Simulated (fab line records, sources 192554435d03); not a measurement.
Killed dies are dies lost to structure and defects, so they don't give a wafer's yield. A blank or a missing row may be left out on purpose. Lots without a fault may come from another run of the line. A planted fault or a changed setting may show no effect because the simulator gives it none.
Split-lot experiment | flow n5_finfet | 7 lots, 21 wafers read, on a route of 1938 steps

THE SPLIT
At N5_BEOL_M11_COAT_22 (resist thk 90 nm), the setting spin_rpm was moved away from the recipe's 1500 rpm on 9 of the 21 wafers read, by -8.7% to +10.7%. The other wafers ran this setting at the recipe's value.

FROM THE SPLIT TO THE READING: what the file shows between them, 4 steps
- N5_BEOL_M11_EBR_24
- N5_BEOL_M11_SOFTBAKE_23: time 60 s
- N5_BEOL_M11_EXPOSE_25: exposes mask V10
- N5_BEOL_M11_PEB_26: peb time 60 s

THE READING
CAR-ArF_of_BEOL_M11_COAT_22.thk_nm (the simulator's own value, which no gauge read), in nm, at N5_BEOL_M11_DEVELOP_27 (develop time 30 s). The file gives no usual value for it. The 12 wafers here that ran the recipe average 88.3 nm, standard deviation 0.22 nm.

wafer  | tool, chamber at the split | spin_rpm as run, rpm | against the recipe | CAR-ArF_of_BEOL_M11_COAT_22.thk_nm, nm | against lot-mates on the recipe
L074.2 | litho_track-04, 0          | 1500                 | recipe             | 88                                     | -
L074.4 | litho_track-04, 0          | 1500                 | recipe             | 88                                     | -
L074.5 | litho_track-04, 0          | 1500                 | recipe             | 88.2                                   | -
L079.1 | litho_track-02, 0          | 1403                 | -6.5%              | 91.4                                   | no lot-mate on the recipe
L079.2 | litho_track-02, 0          | 1403                 | -6.5%              | 91.6                                   | no lot-mate on the recipe
L079.6 | litho_track-02, 0          | 1403                 | -6.5%              | 91.2                                   | no lot-mate on the recipe
L086.2 | litho_track-03, 0          | 1500                 | recipe             | 88.2                                   | -
L086.5 | litho_track-03, 0          | 1648                 | +9.9%              | 84                                     | -4.4
L086.6 | litho_track-03, 0          | 1500                 | recipe             | 88.6                                   | -
L088.2 | litho_track-04, 0          | 1500                 | recipe             | 88.2                                   | -
L088.4 | litho_track-04, 0          | 1500                 | recipe             | 88.2                                   | -
L088.6 | litho_track-04, 0          | 1500                 | recipe             | 88.6                                   | -
L087.1 | litho_track-04, 0          | 1420                 | -5.3%              | 91                                     | +2.8
L087.3 | litho_track-04, 0          | 1500                 | recipe             | 88.2                                   | -
L087.4 | litho_track-04, 0          | 1420                 | -5.3%              | 90.8                                   | +2.6
L090.3 | litho_track-03, 0          | 1500                 | recipe             | 88                                     | -
L090.5 | litho_track-03, 0          | 1661                 | +10.7%             | 83.8                                   | -4.2
L090.6 | litho_track-03, 0          | 1661                 | +10.7%             | 83.6                                   | -4.4
L089.1 | litho_track-02, 0          | 1370                 | -8.7%              | 92.4                                   | +3.9
L089.3 | litho_track-02, 0          | 1500                 | recipe             | 88.6                                   | -
L089.5 | litho_track-02, 0          | 1500                 | recipe             | 88.4                                   | -

THE FIT
A straight line over all 21 wafers: CAR-ArF_of_BEOL_M11_COAT_22.thk_nm changes by -0.451 nm for each +1% of spin_rpm; r = -1.00; the points scatter about the line by 0.23 nm.
The same after taking each lot's own level away (the mean of its wafers on the recipe; 18 wafers): -0.434 nm for each +1%; r = -1.00; scatter 0.21 nm.
On that fit, the largest move of spin_rpm shifts the reading by 4.7 nm.
The lots' own levels span 88.00 to 88.50 nm, that is 2.3 times the standard deviation above.
So the lot-to-lot level changes the slope little: the two slopes agree.
Check: with one of the wafers moved furthest among these (+10.7%) left out of the fit, the line predicts -4.71 nm for it against its lot-mates. It came out at -4.2 nm against them.

OTHER SPLITS ON THESE WAFERS
These wafers also went through other splits before the reading. Each is held against what the fit with the lots' levels taken away leaves over:
other split on the same wafers    | wafers away from the commonest value | r with CAR-ArF_of_BEOL_M11_COAT_22.thk_nm (lot level and that fit taken away)
N5_BEOL_M10_VIA_ETCH_34 time_s    | 4                                    | -0.09
N5_BEOL_M10_TRENCH_ETCH_37 time_s | 6                                    | -0.18
N5_BEOL_M11_COAT_63 spin_rpm      | 10                                   | +0.14

THE WHOLE CHAIN: every reading that the file lists as answering this split, in the file's order
step                   | what it does      | reading                                                                             | change (the file's fit)               | r (the file's)
N5_BEOL_M11_COAT_22    | resist thk 90 nm  | CAR-ArF_of_BEOL_M11_COAT_22.thk_nm (the simulator's own value, which no gauge read) | -0.432 nm for each +1% of the setting | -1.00
N5_BEOL_M11_DEVELOP_27 | develop time 30 s | CAR-ArF_of_BEOL_M11_COAT_22.thk_nm (the simulator's own value, which no gauge read) | -0.436 nm for each +1% of the setting | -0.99

THE FILE'S OWN FIT
CAR-ArF_of_BEOL_M11_COAT_22.thk_nm changes by -0.436 nm for each +1% of spin_rpm, r = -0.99.
